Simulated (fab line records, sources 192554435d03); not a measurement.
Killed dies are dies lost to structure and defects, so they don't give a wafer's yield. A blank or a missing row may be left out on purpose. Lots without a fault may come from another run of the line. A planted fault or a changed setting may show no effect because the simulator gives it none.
A struck lot beside a sound one | flow n5_finfet | 36 steps out of a route of 1938
Sound: wafers L276.1, L276.3, L276.6. Struck: wafer L280.5. (L280.6 of the same lot was not struck and is left out.) The cause comes at the end.
At each step with rows: each side's tool, then ch and its chambers, then its first start. Under that, the readings that differ: sound wafers | struck wafers | difference of the means | sigmas: that difference in standard deviations of wafers without a fault.
alike: readings whose means differ by less than 2 such deviations, and words and numbers that are the same on both sides. not compared: withheld readings, readings that some wafer has no value for, bounds like >300 that may hide the same value, and numbers for which the record gives no deviation and whose values overlap.
The two part at a step that has a row with sigmas, a row that says differs or no value, or rows on one side only. Numbers that don't overlap but have no deviation are shown without sigmas and don't part them. A reading that every wafer of one side lacks parts them only if that side has two wafers or more.

first, 8 steps without rows for these wafers: N5_BEOL_M10_SPUTTER_48 (material Cu, target thk 12 nm, time 2 s); N5_BEOL_M10_ECD_50 (material Cu, target thk 318 nm); N5_BEOL_M10_ANNEAL_51 (time 90 s); N5_BEOL_M10_CMP_52 (polishes, stops on SiCOH lowk, t overpolish 7 s, target thk 140 nm); N5_BEOL_M10_PRE_CLEAN_55 (time 15 s); N5_BEOL_M10_DEP_56 (deposits SiCN from 3MS/NH3, target thk 15 nm, time 26.5 s); N5_BEOL_M11_ILD_DEP_00 (deposits SiCOH lowk from DEMS/porogen, target thk 308.51 nm, time 58 s); N5_BEOL_M11_CURE_71 (cures SiCOH lowk, time 240 s).
N5_BEOL_M11_PECVD_70: deposits SiO2 from TEOS/O2, target thk 20 nm, time 22.7 s.
  sound on pecvd-04 ch 1,2, day 14 08:47; struck on pecvd-04 ch 0, day 16 00:25
  reading                                     | sound          | struck | difference | sigmas
  showerhead_plenum_p_Torr (Torr)             | 8.84 8.89 8.88 | 8.73   | -0.14      | -2
  model.SiO2_of_BEOL_M11_PECVD_70.thk_nm (nm) | 20 20.2 20.2   | 16.6   | -3.5       |
  alike: heater_power_w, throttle_valve_pct
  not compared: susceptor_temp_C
then, 24 steps without rows for these wafers: N5_BEOL_M11_HM_DEP_02 (deposits TiN, target thk 20 nm); N5_BEOL_M11_COAT_59 (time 60 s, resist thk 100 nm); N5_BEOL_M11_COAT_60 (time 60 s, resist thk 30 nm); N5_BEOL_M11_COAT_05 (resist thk 90 nm); N5_BEOL_M11_EBR_07; N5_BEOL_M11_SOFTBAKE_06 (time 60 s); N5_BEOL_M11_EXPOSE_08 (exposes mask M11); N5_BEOL_M11_PEB_09 (peb time 60 s); N5_BEOL_M11_DEVELOP_10 (develop time 30 s); N5_BEOL_M11_DESCUM_16 (chemistry O2, time 7.9 s); N5_BEOL_M11_ETCH_61 (etches SiARC in CF4, target depth 39 nm, time 65 s); N5_BEOL_M11_ETCH_62 (etches SOC in N2/H2, target depth 110 nm, overetch 22 nm, time 165 s); N5_BEOL_M11_STRIP_68 (strips in N2/H2); N5_BEOL_M11_STRIP_67 (strips in CF4); N5_BEOL_M11_HM_OPEN_17 (chemistry Cl2/BCl3, target TiN, target depth 20 nm, overetch 6 nm); N5_BEOL_M11_STRIP_19 (strips in O2); N5_BEOL_M11_COAT_63 (time 60 s, resist thk 100 nm); N5_BEOL_M11_COAT_64 (time 60 s, resist thk 30 nm); N5_BEOL_M11_COAT_22 (resist thk 90 nm); N5_BEOL_M11_EBR_24; N5_BEOL_M11_SOFTBAKE_23 (time 60 s); N5_BEOL_M11_EXPOSE_25 (exposes mask V10); N5_BEOL_M11_PEB_26 (peb time 60 s); N5_BEOL_M11_DEVELOP_27 (develop time 30 s).
N5_BEOL_M11_HM_STRIP_39: strips TiN in peroxide tin strip, target depth 25 nm, time 158 s.
  sound on wet_bench-02 ch 0,2,4, day 14 13:40; struck on wet_bench-02 ch 1, day 16 05:13
  reading                                     | sound        | struck | difference | sigmas
  model.SiO2_of_BEOL_M11_PECVD_70.thk_nm (nm) | 19.8 20 20.2 | 16.4   | -3.6       |
  alike: temp_c
N5_BEOL_M11_CMP_52: polishes, stops on SiCOH lowk, t overpolish 7 s, target thk 140 nm.
  sound on cmp-01 ch 0,2, day 14 16:12; struck on cmp-04 ch 2, day 16 08:05
  reading                      | sound          | struck | difference | sigmas
  barrier_field_endpoint_s (s) | 28.0 28.3 29.1 | 25.9   | -2.6       | -4
  motor_current_A (A)          | 6.3 6.3 6.4    | 5.3    | -1.0       | -3
N5_PASSIVATION_PROBE_49:
  the record has rows for the struck wafers here (prober-02, day 17 22:52) and none for the sound ones

WHERE THEY PART
First at N5_BEOL_M11_PECVD_70; last, within this record, at N5_PASSIVATION_PROBE_49.

WHY: what the simulator had put in
Process parameter drift: pecvd-04, from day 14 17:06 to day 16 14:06, at N5_BEOL_M11_PECVD_70. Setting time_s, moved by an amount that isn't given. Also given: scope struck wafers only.
